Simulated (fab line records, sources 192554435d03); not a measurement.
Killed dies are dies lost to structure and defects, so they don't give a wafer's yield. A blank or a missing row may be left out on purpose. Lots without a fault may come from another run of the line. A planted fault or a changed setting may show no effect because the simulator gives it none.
A struck lot beside a sound one | flow n5_finfet | 32 steps out of a route of 1938
Sound: wafers L274.1, L274.5, L274.6. Struck: wafers L261.3, L261.5. The cause comes at the end.
At each step with rows: each side's tool, then ch and its chambers, then its first start. Under that, the readings that differ: sound wafers | struck wafers | difference of the means | sigmas: that difference in standard deviations of wafers without a fault.
alike: readings whose means differ by less than 2 such deviations, and words and numbers that are the same on both sides. not compared: withheld readings, readings that some wafer has no value for, bounds like >300 that may hide the same value, and numbers for which the record gives no deviation and whose values overlap.
The two part at a step that has a row with sigmas, a row that says differs or no value, or rows on one side only. Numbers that don't overlap but have no deviation are shown without sigmas and don't part them. A reading that every wafer of one side lacks parts them only if that side has two wafers or more.

first, 9 steps without rows for these wafers: N5_BEOL_M7_DESCUM_33 (chemistry O2, time 7 s); N5_BEOL_M7_ETCH_72 (etches underlayer in N2/H2, target depth 6.5 nm, time 5.2 s); N5_BEOL_M7_ETCH_65 (etches SiARC in CF4, target depth 15.6 nm, time 26 s); N5_BEOL_M7_ETCH_66 (etches SOC in N2/H2, target depth 80 nm, overetch 16 nm, time 120 s); N5_BEOL_M7_STRIP_69 (strips in N2/H2); N5_BEOL_M7_STRIP_73 (strips in N2/H2); N5_BEOL_M7_VIA_ETCH_34 (etches SiCOH lowk in C4F6/O2, target depth 125.5 nm, time 50.5 s); N5_BEOL_M7_STRIP_76 (strips in C4F6/O2); N5_BEOL_M7_STRIP_36 (strips in N2/H2).
N5_BEOL_M7_TRENCH_ETCH_37: etches SiCOH lowk in C4F6/O2, target depth 93.478 nm, time 31.2 s.
  sound on rie_diel-01 ch 2,3, day 14 17:53; struck on rie_diel-03 ch 0,3, day 11 15:09
  reading                             | sound             | struck      | difference | sigmas
  run_length_s (s)                    | 55.1 54.9 55.3    | 57.3 57.3   | +2.2       | +4
  model.BEOL_M7.feature_depth_nm (nm) | 91.8 92.4 92.4    | 100.8 100.2 | +8.3       |
  model.etch.depth_nm (nm)            | 91.84 92.34 92.42 | 100.7 100.2 | +8.2       |
  alike: O2_flow_sccm, drypump_motor_current_A, oes_product_au, rf_vpp_V, showerhead_plenum_p_Torr, throttle_valve_pct
  not compared: rf_hours_counter_h
then, 2 steps without rows for these wafers: N5_BEOL_M7_ETCH_41 (etches SiCN in CH3F/O2, target depth 31.9 nm, time 57.8 s); N5_BEOL_M7_STRIP_80 (strips in N2/H2, time 10 s).
N5_BEOL_M7_OCD_MEAS_38:
  sound on ocd-01, day 14 18:03; struck on ocd-01, day 11 15:19
  reading              | sound          | struck      | difference | sigmas
  trench_depth_nm (nm) | 91.7 92.2 92.8 | 100.6 101.0 | +8.6       | +7
then, 13 steps without rows for these wafers: N5_BEOL_M7_HM_STRIP_39 (strips TiN in peroxide tin strip, target depth 25 nm, time 158 s); N5_BEOL_M7_SRD_40 (time 30 s); N5_BEOL_M7_PRECLEAN_42 (cleans in residue remover, time 60 s); N5_BEOL_M7_SRD_43 (time 30 s); N5_BEOL_M7_CURE_75 (cures SiCOH lowk, time 120 s); N5_BEOL_M7_DEGAS_44 (time 60 s); N5_BEOL_M7_PRE_CLEAN_45 (time 30 s); N5_BEOL_M7_ALD_77 (deposits TaN, target thk 2 nm, pulse time 2 s, purge time 3 s); N5_BEOL_M7_SURFACE_TREAT_79; N5_BEOL_M7_CVD_78 (deposits Co from CCTBA/H2, target thk 2 nm, time 142.3 s); N5_BEOL_M7_SPUTTER_48 (material Cu, target thk 10 nm, time 1.667 s); N5_BEOL_M7_ECD_50 (material Cu, target thk 300 nm); N5_BEOL_M7_ANNEAL_51 (time 90 s).
N5_BEOL_M7_CMP_52: polishes, stops on SiCOH lowk, t overpolish 6.9 s, target thk 80 nm.
  sound on cmp-02 ch 0,1, day 14 19:53; struck on cmp-03 ch 2, day 11 17:17
  reading                                | sound          | struck    | difference | sigmas
  model.Cu_of_BEOL_M7_ECD_50.thk_nm (nm) | 77.8 76.6 79.4 | 87.6 87.2 | +9.5       |
  alike: barrier_field_endpoint_s, motor_current_A, overpolish_run_s, time_to_endpoint_s
N5_BEOL_M7_THK_MEAS_53: measures by xrf.
  sound on film_metro-01, day 14 20:11; struck on film_metro-01, day 11 17:32
  reading     | sound          | struck    | difference | sigmas
  M7_THK (nm) | 76.7 75.6 78.3 | 87.0 86.6 | +9.9       | +5
then, 2 steps without rows for these wafers: N5_BEOL_M7_PRE_CLEAN_55 (time 15 s); N5_BEOL_M7_DEP_56 (deposits SiCN from 3MS/NH3, target thk 10 nm, time 17.5 s).
N5_BEOL_M7_RS_MEAS_57: measures by four-point-probe.
  sound on film_metro-01, day 14 20:19; struck on film_metro-02, day 11 17:40
  reading        | sound             | struck      | difference | sigmas
  M7_RS (ohm/sq) | 0.296 0.301 0.288 | 0.258 0.259 | -0.036     | -5
-- the record jumps here: 3 days lie between the struck wafers' starts before and after (it left off in module BEOL_M7 and takes up again in module PASSIVATION, whose first step shown is number 1936 of the route) --
N5_PASSIVATION_PROBE_49:
  sound on prober-01, day 17 20:59; struck on prober-02, day 14 20:20
  alike: defect_limited_yield, killed_at_M0_to_M3, killed_at_M4_up, killed_at_contacts, killed_at_front_end, killed_at_other, killed_dies, killed_on_rim, killed_open, killed_short, sort_bin_5_function, sort_bin_6_memory, sort_n_pass, sort_yield_pct

WHERE THEY PART
First at N5_BEOL_M7_TRENCH_ETCH_37; last, within this record, at N5_BEOL_M7_RS_MEAS_57. Later steps at which nothing parts them and some readings are alike: N5_PASSIVATION_PROBE_49.

WHY: what the simulator had put in
Process parameter drift: rie_diel-03, from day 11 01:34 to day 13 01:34, at N5_BEOL_M7_TRENCH_ETCH_37. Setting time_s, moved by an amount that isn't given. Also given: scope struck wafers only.
